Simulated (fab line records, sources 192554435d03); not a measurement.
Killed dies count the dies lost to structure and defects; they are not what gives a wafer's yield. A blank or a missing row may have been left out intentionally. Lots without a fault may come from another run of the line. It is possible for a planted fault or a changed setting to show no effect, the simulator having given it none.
Split-lot experiment -- flow n5_finfet -- route with 1938 steps; 7 lots, 39 wafers read

== THE SPLIT ==
At N5_FIN_SAQP_HM_DEP_03 (deposits SiNx from SiH4/NH3/N2, target thk 38 nm, time 33.6 s), the setting time_s was moved away from the recipe's 33.6 s on 12 of the 39 wafers read, by -33.4% to +35.8%. The other wafers ran this setting at the recipe's value.

== FROM THE SPLIT TO THE READING: what the file shows between them, 4 steps ==
- N5_FIN_SAQP_THK_MEAS_05
- N5_FIN_SAQP_PECVD_47: deposits a-Si from SiH4/He, target thk 45 nm, time 36.3 s
- N5_FIN_SAQP_PECVD_48: deposits SiNx from SiH4/NH3/N2, target thk 25 nm, time 22.1 s
- N5_FIN_SAQP_MANDREL2_REMOVE_60: chemistry HBr/Cl2/O2, target a-Si, stops on SiNx, bt time 10 s

== THE READING ==
etch.depth_nm (the simulator's own value, which no gauge read), in nm, at N5_FIN_SAQP_HM_OPEN_33 (chemistry CH3F/O2, target SiNx, target depth 49.4 nm, time 70.6 s). The file gives no usual value for it. Average 37.05 nm, standard deviation 0.68 nm, over the 27 wafers here run with the recipe.

wafer,"tool, chamber at the split","time_s as run, s",against the recipe,"etch.depth_nm, nm",against lot-mates on the recipe
L077.1,"pecvd-01, 1",33.6,recipe,36.69,-
L077.2,"pecvd-01, 2",33.6,recipe,36.29,-
L077.3,"pecvd-01, 0",23.5,-30.1%,26.2,-10.69
L077.4,"pecvd-01, 1",33.6,recipe,37.68,-
L077.5,"pecvd-01, 0",23.5,-30.1%,26.45,-10.44
L077.6,"pecvd-01, 2",23.5,-30.1%,25.33,-11.56
L083.1,"pecvd-02, 0",33.6,recipe,36.58,-
L083.2,"pecvd-02, 2",33.6,recipe,36.19,-
L083.3,"pecvd-02, 1",33.6,recipe,37.46,-
L083.4,"pecvd-02, 1",33.6,recipe,37.99,-
L083.5,"pecvd-02, 2",33.6,recipe,37.34,-
L083.6,"pecvd-02, 0",33.6,recipe,37.11,-
L088.1,"pecvd-03, 2",22.38,-33.4%,25.36,-12.46
L088.2,"pecvd-03, 0",33.6,recipe,37.63,-
L088.3,"pecvd-03, 1",22.38,-33.4%,25.18,-12.64
L088.4,"pecvd-03, 0",33.6,recipe,37.58,-
L088.5,"pecvd-03, 2",22.38,-33.4%,25.44,-12.38
L088.6,"pecvd-03, 1",33.6,recipe,38.26,-
L089.1,"pecvd-02, 2",33.6,recipe,36.58,-
L089.2,"pecvd-02, 0",33.6,recipe,36.45,-
L089.3,"pecvd-02, 1",33.6,recipe,37.14,-
L089.4,"pecvd-02, 2",33.6,recipe,37.77,-
L089.5,"pecvd-02, 1",33.6,recipe,38.19,-
L089.6,"pecvd-02, 0",33.6,recipe,36.99,-
L094.1,"pecvd-03, 1",33.6,recipe,37.93,-
L094.2,"pecvd-03, 0",33.6,recipe,37.18,-
L094.3,"pecvd-03, 2",42.4,+26.2%,47.14,+9.65
L094.4,"pecvd-03, 0",33.6,recipe,37.37,-
L094.5,"pecvd-03, 2",42.4,+26.2%,47.94,+10.45
L094.6,"pecvd-03, 1",42.4,+26.2%,47.51,+10.02
L095.4,"pecvd-01, 1",33.6,recipe,36.92,-
L095.5,"pecvd-01, 2,0",33.6,recipe,36.42,-
L095.6,"pecvd-01, 2,0",33.6,recipe,36.33,-
L097.1,"pecvd-01, 1",33.6,recipe,36.12,-
L097.2,"pecvd-01, 2",45.63,+35.8%,48.65,+12.59
L097.3,"pecvd-01, 0",33.6,recipe,36.08,-
L097.4,"pecvd-01, 2",33.6,recipe,35.99,-
L097.5,"pecvd-01, 1",45.63,+35.8%,50.18,+14.12
L097.6,"pecvd-01, 0",45.63,+35.8%,50.58,+14.52
The file does not say which wafer passed through which chamber wherever a row lists several chambers: such a row stands for several wafers.

FIT RESULTS
A straight line over all 39 wafers: etch.depth_nm changes by +0.365 nm for each +1% of time_s; r = +0.99; the points scatter about the line by 0.71 nm.
The same after taking each lot's own level away (the mean of its wafers on the recipe; 39 wafers): +0.376 nm for each +1%; r = +1.00; scatter 0.52 nm.
According to that fit, moving time_s by its largest amount changes the reading by 13 nm.
The lots' own levels span 36.063 to 37.823 nm, that is 2.6 times the standard deviation above.
The two slopes are in agreement: the lot-to-lot level therefore moves the slope only a little.
Check: +13.7 nm against its lot-mates is what the line predicts for one of the wafers moved furthest among these (+35.8%) when that wafer is left out of the fit. It came out at +12.6 nm against them.

== THE WHOLE CHAIN: every reading that the file lists as answering this split, in the file's order ==
step,what it does,reading,change (the file's fit),r (the file's)
N5_FIN_SAQP_HM_DEP_03,"deposits SiNx from SiH4/NH3/N2, target thk 38 nm, time 33.6 s","SiNx_of_FIN_SAQP_HM_DEP_03.thk_nm (the simulator's own value, which no gauge read)",+0.378 nm for each +1% of the setting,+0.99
N5_FIN_SAQP_THK_MEAS_05,,thk_nm,withheld for each +1% of the setting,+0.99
N5_FIN_SAQP_HM_OPEN_33,"chemistry CH3F/O2, target SiNx, target depth 49.4 nm, time 70.6 s",etch_rf_on_time_s,withheld for each +1% of the setting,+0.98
N5_FIN_SAQP_HM_OPEN_33,"chemistry CH3F/O2, target SiNx, target depth 49.4 nm, time 70.6 s","etch.depth_nm (the simulator's own value, which no gauge read)",+0.376 nm for each +1% of the setting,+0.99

== THE FILE'S OWN FIT ==
etch.depth_nm changes by +0.376 nm for each +1% of time_s, r = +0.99.
